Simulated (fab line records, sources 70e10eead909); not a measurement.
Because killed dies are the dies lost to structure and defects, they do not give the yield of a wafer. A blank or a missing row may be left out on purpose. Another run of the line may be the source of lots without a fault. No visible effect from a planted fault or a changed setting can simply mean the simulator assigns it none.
The tool behind it: which one?	flow nand_harc	38 wafers from 13 lots sampled at 5 of the route's 1302 steps

== WHAT THE GAUGES SHOWED, per wafer ==
NHARC_A_BLC_INSPECT_12. Usual: raw_defect_count 82, standard deviation 32.
lot	measured	on	raw_defect_count	flag
L977	day 23 00:20	defect_inspect-01	116 100 106	
L978	day 23 20:00	defect_inspect-02	74 63 69	
L980	day 24 12:04	defect_inspect-01	23 24 19	
L983	day 25 21:41	defect_inspect-02	121 120	
L985	day 27 04:16	defect_inspect-01	69 73 58	
L989	day 28 13:14	defect_inspect-01	97 106 96	
L991	day 29 06:04	defect_inspect-01	112 112 110	
L992	day 29 23:48	defect_inspect-01	62 57 68	
L994	day 30 17:40	defect_inspect-01	52 35 28	
L995	day 30 19:26	defect_inspect-02	138 130 143	
L997	day 31 06:54	defect_inspect-02	92 91 90	
L996	day 31 07:08	defect_inspect-01	75 61 63	
L998	day 33 10:02	defect_inspect-02	74 54 72	

NHARC_END_SORT_01. Usual: killed_at_array 56, standard deviation 17; killed_at_other 1.2, standard deviation 1.4; killed_at_periphery 4, standard deviation 3.2; killed_dies 61, standard deviation 16; killed_open 3.6, standard deviation 2.1; killed_short 2.7, standard deviation 1.8.
lot	measured	on	killed_at_array	killed_at_other	killed_at_periphery	killed_dies	killed_open	killed_short	flag
L989	day 30 10:31	prober-01	47 60	0 4	3 6	50 70	2 6	1 4	

== TOOL THAT RAN EACH LOT (tool first, then ch and the chambers of the sampled wafers, then the start) ==
lot	NHARC_A_CONTACT_ETCH_135	NHARC_A_CONTACT_ETCH_110	NHARC_A_BLC_SOFTBAKE_05
L977	har_cap_etch-01 ch 0,1, day 22 19:25	rie_diel-03 ch 0,2,3, day 22 21:35	litho_track-04 ch 0, day 22 23:00
L978	har_cap_etch-03 ch 0,1, day 23 15:00	rie_diel-03 ch 1,2, day 23 17:07	litho_track-01 ch 0, day 23 19:00
L980	har_cap_etch-01 ch 0,1, day 24 06:49	rie_diel-08 ch 1,2,3, day 24 09:21	litho_track-04 ch 0, day 24 11:00
L983	har_cap_etch-03 ch 0,1, day 25 16:43	rie_diel-03 ch 1,2, day 25 18:54	litho_track-04 ch 0, day 25 21:00
L985	har_cap_etch-01 ch 0,1, day 26 23:17	rie_diel-08 ch 0,2,3, day 27 01:29	litho_track-04 ch 0, day 27 03:00
L989	har_cap_etch-03 ch 0,1, day 28 08:16	rie_diel-03 ch 0,1,3, day 28 10:26	litho_track-01 ch 0, day 28 12:00
L991	har_cap_etch-01 ch 0,1, day 29 01:05	rie_diel-03 ch 0,1, day 29 03:14	litho_track-01 ch 0, day 29 05:00
L992	har_cap_etch-01 ch 0, day 29 18:28	rie_diel-03 ch 0,2, day 29 21:07	litho_track-06 ch 0, day 29 23:00
L994	har_cap_etch-01 ch 0,1, day 30 12:43	rie_diel-08 ch 0,1, day 30 14:52	litho_track-06 ch 0, day 30 17:00
L995	har_cap_etch-02 ch 0,1, day 30 13:37	rie_diel-08 ch 0,1,3, day 30 16:47	litho_track-04 ch 0, day 30 18:00
L997	har_cap_etch-02 ch 0,1, day 31 01:38	rie_diel-03 ch 1,2, day 31 03:57	litho_track-01 ch 0, day 31 06:00
L996	har_cap_etch-01 ch 0,1, day 31 01:41	rie_diel-12 ch 1,3, day 31 04:17	litho_track-06 ch 0, day 31 06:00
L998	har_cap_etch-01 ch 1, day 33 05:08	rie_diel-12 ch 0,1, day 33 07:17	litho_track-01 ch 0, day 33 09:00
- NHARC_A_CONTACT_ETCH_135: etches the open film in C4F8/O2/Ar, time 311 s, target depth 1912 nm.
- NHARC_A_CONTACT_ETCH_110: etches the open film in CF4/O2, target depth 60 nm, overetch 6 nm, time 33 s.
- NHARC_A_BLC_SOFTBAKE_05: time 55 s.

== AS READ BY THE TOOLS THEMSELVES (means over the sampled wafers that have a number; for cases with no such wafer, the mark the record gives instead) ==
NHARC_A_CONTACT_ETCH_135. Usual: oes_air_line_au 0.997 a.u., standard deviation 0.021.
lot	tool	oes_air_line_au (a.u.)	flag
L977	har_cap_etch-01	0.997	
L978	har_cap_etch-03	0.981	
L980	har_cap_etch-01	1.020	
L983	har_cap_etch-03	1.000	
L985	har_cap_etch-01	1.018	
L989	har_cap_etch-03	1.018	
L991	har_cap_etch-01	0.995	
L992	har_cap_etch-01	0.992	
L994	har_cap_etch-01	0.996	
L995	har_cap_etch-02	0.951	
L997	har_cap_etch-02	1.016	
L996	har_cap_etch-01	0.999	
L998	har_cap_etch-01	1.020	

NHARC_A_CONTACT_ETCH_110. Usual: drypump_motor_current_A 5.7 A, standard deviation 0.33; o2_flow_sccm 20.00 sccm, standard deviation 0.064; oes_product_au 1.003 a.u., standard deviation 0.014; rf_vpp_V 197.3 V, standard deviation 1.5; showerhead_plenum_p_Torr 1.31 Torr, standard deviation 0.058; throttle_valve_pct 13.397 %, standard deviation 0.0074.
lot	tool	drypump_motor_current_A (A)	o2_flow_sccm (sccm)	oes_product_au (a.u.)	rf_vpp_V (V)	showerhead_plenum_p_Torr (Torr)	throttle_valve_pct (%)	flag
L977	rie_diel-03	5.6	20.03	1.004	197.2	1.31	13.389	
L978	rie_diel-03	5.3	19.94	1.006	197.0	1.28	13.397	
L980	rie_diel-08	5.9	19.97	1.004	197.4	1.34	13.398	
L983	rie_diel-03	5.4	19.95	1.006	196.8	1.28	13.404	
L985	rie_diel-08	6.0	20.01	0.997	199.6	1.39	13.394	
L989	rie_diel-03	5.4	20.06	1.004	197.8	1.32	13.398	
L991	rie_diel-03	5.6	20.06	1.011	195.6	1.26	13.404	
L992	rie_diel-03	5.8	20.05	0.987	196.4	1.26	13.395	
L994	rie_diel-08	5.7	19.92	1.004	198.3	1.38	13.399	
L995	rie_diel-08	5.9	20.08	1.001	198.1	1.36	13.399	
L997	rie_diel-03	5.6	20.01	0.983	196.1	1.27	13.397	
L996	rie_diel-12	5.7	20.02	1.003	197.0	1.30	13.392	
L998	rie_diel-12	5.7	19.99	1.008	196.9	1.27	13.396	

NHARC_A_BLC_SOFTBAKE_05. Usual: heater_power_total_W 188.45 W, standard deviation 0.14.
lot	tool	heater_power_total_W (W)	flag
L977	litho_track-04	188.32	
L978	litho_track-01	188.61	
L980	litho_track-04	188.52	
L983	litho_track-04	205.62	OFF
L985	litho_track-04	211.18	OFF
L989	litho_track-01	188.52	
L991	litho_track-01	188.35	
L992	litho_track-06	188.61	
L994	litho_track-06	188.48	
L995	litho_track-04	188.46	
L997	litho_track-01	188.44	
L996	litho_track-06	188.46	
L998	litho_track-01	188.55	

== THE ANSWER, worked out from the rows above alone ==
Rule: lot off if the mean of its wafers having a number is beyond 3 standard deviations from the usual mean. A lot without any number at a reading at which 4 lots or more have one is off too. All remaining lots with rows at the step are treated as sound. The gauges are gone through in route order, then the tools' own readings, and for those a lot's mean is taken as printed above. The first step at which some lot is off is used, and at that step the reading that is off furthest; a lot without a number counts as furthest.
Off: L983, L985 (NHARC_A_BLC_SOFTBAKE_05, heater_power_total_W).
A tool fits if, at that step or a process step before it, it ran every lot that is off, and no sound lot after the first of them. No candidate that was tried fits.

== WHAT WAS PUT IN BY THE SIMULATOR ==
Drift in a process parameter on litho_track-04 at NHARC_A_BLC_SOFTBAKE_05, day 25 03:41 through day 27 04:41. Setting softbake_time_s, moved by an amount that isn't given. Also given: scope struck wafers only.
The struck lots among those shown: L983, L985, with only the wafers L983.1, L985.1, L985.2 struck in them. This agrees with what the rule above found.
